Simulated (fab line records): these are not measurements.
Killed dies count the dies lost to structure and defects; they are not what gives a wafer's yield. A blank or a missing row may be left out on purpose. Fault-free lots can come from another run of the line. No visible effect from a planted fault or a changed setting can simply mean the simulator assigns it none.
Comparing a struck lot with a sound one    flow n5 finfet    15 steps out of a route of 1938
Sound: wafers L342.3, L342.4, L342.5. Struck: wafer L357.6; the same lot's L357.3 was not struck, so it is left out; see the end for the cause.
Order at every step that has rows: each side's tool, ch and its chambers, its first start. Under that, the readings that differ: sound wafers    struck wafers    difference of the means    sigmas: that difference in standard deviations of wafers without a fault.
alike: a reading whose means differ by less than 2 such deviations, as well as words and numbers matching on both sides. not compared: withheld readings; readings where some wafer has no value; bounds like >300 that might hide an equal value; numbers whose values overlap and for which the record gives no deviation.
Wherever a step has rows on one side only, a row that says differs or no value, or a row with sigmas, the two part there. When numbers do not overlap yet have no deviation, they are printed without sigmas and do not part them. A reading that every wafer of one side lacks parts them only if that side has two wafers or more.

first, 7 steps without rows for these wafers: N5_HKMG_FIN_COAT_42 (time 60 s, resist thk 35 nm); N5_HKMG_FIN_COAT_43 (resist thk 90 nm); N5_HKMG_FIN_EBR_45; N5_HKMG_FIN_SOFTBAKE_44 (time 60 s); N5_HKMG_FIN_EXPOSE_46 (exposes mask NDIPOLE); N5_HKMG_FIN_PEB_47 (peb time 60 s); N5_HKMG_FIN_DEVELOP_48 (develop time 30 s).
N5_HKMG_FIN_CD_MEAS_49: target cd 202 nm.
  sound on cd sem-01 ch 0, day 4 14:33; struck on cd sem-01 ch 0, day 8 01:11
  alike: cd nm
N5_HKMG_FIN_OVL_MEAS_50:
  sound on overlay-01 ch 0, day 4 14:35; struck on overlay-01 ch 0, day 8 01:13
  alike: NDIPOLE_OVL
N5_HKMG_FIN_INSPECT_61: inspects for defects (macro).
  sound on defect inspect-01, day 4 14:37; struck on defect inspect-01, day 8 01:14
  alike: raw defect count
N5_HKMG_FIN_DESCUM_53: chemistry O2, time 7.9 s.
  sound on rie diel-01 ch 0,1,2, day 4 14:38; struck on rie diel-01 ch 0, day 8 01:19
  alike: drypump motor current A, oes product au, rf vpp V, showerhead plenum p Torr, throttle valve pct
  not compared: rf hours counter h
N5_HKMG_FIN_ETCH_54: etches SiARC in CF4, target depth 45.5 nm, time 75.8 s.
  sound on rie diel-01 ch 0,1,2, day 4 14:40; struck on rie diel-01 ch 0, day 8 01:21
  alike: drypump motor current A, etch rf on time s, oes product au, rf vpp V, showerhead plenum p Torr, throttle valve pct
  not compared: rf hours counter h
N5_HKMG_FIN_ETCH_55: etches SOC in N2/H2, target depth 240 nm, time 300 s.
  sound on rie diel-01 ch 0,1,2, day 4 14:44; struck on rie diel-01 ch 0, day 8 01:25
reading                                      sound            struck  difference  sigmas
oes product au (a.u.)                        0.74 0.90 0.79   1.08    +0.27       +3
model.HKMG_FIN.feature depth nm (nm)         239.4 245.2 231  390     +151        
model.etch.depth nm (nm)                     239.3 245.1 231  389.9   +151.4      
model.SiARC_of_HKMG_FIN_COAT_42.thk nm (nm)  21.2 21 22.2     13.4    -8.1        
  alike: drypump motor current A, n2 flow sccm, rf vpp V, showerhead plenum p Torr, throttle valve pct
  not compared: rf hours counter h
then, 1 step without rows for these wafers: N5_HKMG_FIN_STRIP_56 (strips in N2/H2).
-- a jump in the record: the struck wafers' starts before and after are 6 days apart (it breaks off in module HKMG_FIN and resumes in module BEOL_M4, where the first step shown is number 1111 of the route) --
N5_BEOL_M4_RC_MEAS_101:
  sound on prober-01 ch 0, day 9 05:45; struck on prober-01 ch 0, day 14 04:10
reading         sound           struck  difference  sigmas
DIBL_N (mV/V)   38.6 37.7 38.5  33.4    -4.9        -3
DIBL_P (mV/V)   37.1 37.1 38.1  32.6    -4.8        -3
IOFF_P (nA/um)  0.22 0.22 0.26  0.16    -0.07       -2
SS_P (mV/dec)   74.1 73.8 74.1  72.6    -1.4        -3
  alike: IOFF_N, ION_N, ION_P, SS_N, VT_N, VT_P

## WHERE THEY PART
At N5_HKMG_FIN_ETCH_55 first; at N5_BEOL_M4_RC_MEAS_101 last (within this record only).

WHY: what had been put in by the simulator
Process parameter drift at N5_HKMG_FIN_ETCH_55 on rie diel-01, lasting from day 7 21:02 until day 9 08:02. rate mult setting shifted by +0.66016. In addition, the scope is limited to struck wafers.
